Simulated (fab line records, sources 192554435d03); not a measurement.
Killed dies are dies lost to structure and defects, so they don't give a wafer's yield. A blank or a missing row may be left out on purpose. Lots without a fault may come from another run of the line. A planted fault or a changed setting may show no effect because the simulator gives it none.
A struck lot beside a sound one | flow n5_finfet | 16 steps out of a route of 1938
Sound: wafers L121.4, L121.5, L121.6. Struck: wafers L137.4, L137.5. The cause comes at the end.
At each step with rows: each side's tool, then ch and its chambers, then its first start. Under that, the readings that differ: sound wafers | struck wafers | difference of the means | sigmas: that difference in standard deviations of wafers without a fault.
alike: readings whose means differ by less than 2 such deviations, and words and numbers that are the same on both sides. not compared: withheld readings, readings that some wafer has no value for, bounds like >300 that may hide the same value, and numbers for which the record gives no deviation and whose values overlap.
The two part at a step that has a row with sigmas, a row that says differs or no value, or rows on one side only. Numbers that don't overlap but have no deviation are shown without sigmas and don't part them. A reading that every wafer of one side lacks parts them only if that side has two wafers or more.

first, 8 steps without rows for these wafers: N5_MOL_CONTACT_COAG_COAT_63 (time 60 s, resist thk 10 nm); N5_MOL_CONTACT_COAG_COAT_64 (time 60 s, resist thk 10 nm); N5_MOL_CONTACT_COAG_COAT_34 (resist thk 40 nm); N5_MOL_CONTACT_COAG_EBR_36; N5_MOL_CONTACT_COAG_SOFTBAKE_35 (time 60 s); N5_MOL_CONTACT_COAG_EXPOSE_37 (exposes mask VD, defocus 0 nm); N5_MOL_CONTACT_COAG_PEB_38 (peb time 60 s); N5_MOL_CONTACT_COAG_DEVELOP_39 (develop time 30 s).
N5_MOL_CONTACT_COAG_CD_MEAS_40: target cd 25.1 nm.
  sound on cd_sem-02 ch 0, day 6 07:31; struck on cd_sem-01 ch 0, day 10 09:52
  alike: cd_nm
N5_MOL_CONTACT_COAG_OVL_MEAS_41:
  sound on overlay-01 ch 0, day 6 07:34; struck on overlay-02 ch 0, day 10 09:54
  alike: VD_OVL
N5_MOL_CONTACT_COAG_INSPECT_42: inspects for defects (brightfield).
  sound on defect_inspect-01, day 6 07:36; struck on defect_inspect-01, day 10 09:57
  alike: raw_defect_count
N5_MOL_CONTACT_COAG_DESCUM_45: chemistry O2, time 7 s.
  sound on rie_diel-04 ch 1,2,3, day 6 07:40; struck on rie_diel-05 ch 2,3, day 10 10:00
  alike: drypump_motor_current_A, oes_product_au, rf_vpp_V, showerhead_plenum_p_Torr, temp_c, throttle_valve_pct
  not compared: rf_hours_counter_h
N5_MOL_CONTACT_COAG_ETCH_65: etches underlayer in N2/H2, target depth 13 nm, time 10.4 s.
  sound on rie_diel-04 ch 1,2,3, day 6 07:41; struck on rie_diel-05 ch 2,3, day 10 10:01
  reading               | sound          | struck    | difference | sigmas
  etch_rf_on_time_s (s) | 10.9 10.8 10.4 | 20.0 19.4 | +9.0       | +23
  alike: drypump_motor_current_A, oes_product_au, rf_vpp_V, showerhead_plenum_p_Torr, throttle_valve_pct
  not compared: rf_hours_counter_h
N5_MOL_CONTACT_COAG_ETCH_66: etches SiARC in CF4, target depth 13 nm, time 21.7 s.
  sound on rie_diel-04 ch 1,2,3, day 6 07:43; struck on rie_diel-05 ch 2,3, day 10 10:04
  alike: drypump_motor_current_A, etch_rf_on_time_s, oes_product_au, rf_vpp_V, showerhead_plenum_p_Torr, throttle_valve_pct
  not compared: rf_hours_counter_h
-- the record jumps here: 3 days lie between the struck wafers' starts before and after (it left off in module MOL_CONTACT_COAG and takes up again in module BEOL_M4, whose first step shown is number 1111 of the route) --
N5_BEOL_M4_RC_MEAS_101:
  sound on prober-01 ch 0, day 9 03:30; struck on prober-02 ch 0, day 13 06:57
  alike: DIBL_N, DIBL_P, IOFF_N, IOFF_P, ION_N, ION_P, SS_N, SS_P, VT_N, VT_P
-- the record jumps here: 4 days lie between the struck wafers' starts before and after (it left off in module BEOL_M4 and takes up again in module PASSIVATION, whose first step shown is number 1936 of the route) --
N5_PASSIVATION_PROBE_49:
  the record has rows for the struck wafers here (prober-01, day 17 09:25) and none for the sound ones

WHERE THEY PART
First at N5_MOL_CONTACT_COAG_ETCH_65; last, within this record, at N5_PASSIVATION_PROBE_49.

WHY: what the simulator had put in
Process parameter drift: rie_diel-05, from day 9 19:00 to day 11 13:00, at N5_MOL_CONTACT_COAG_ETCH_65. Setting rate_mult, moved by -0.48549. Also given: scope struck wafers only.
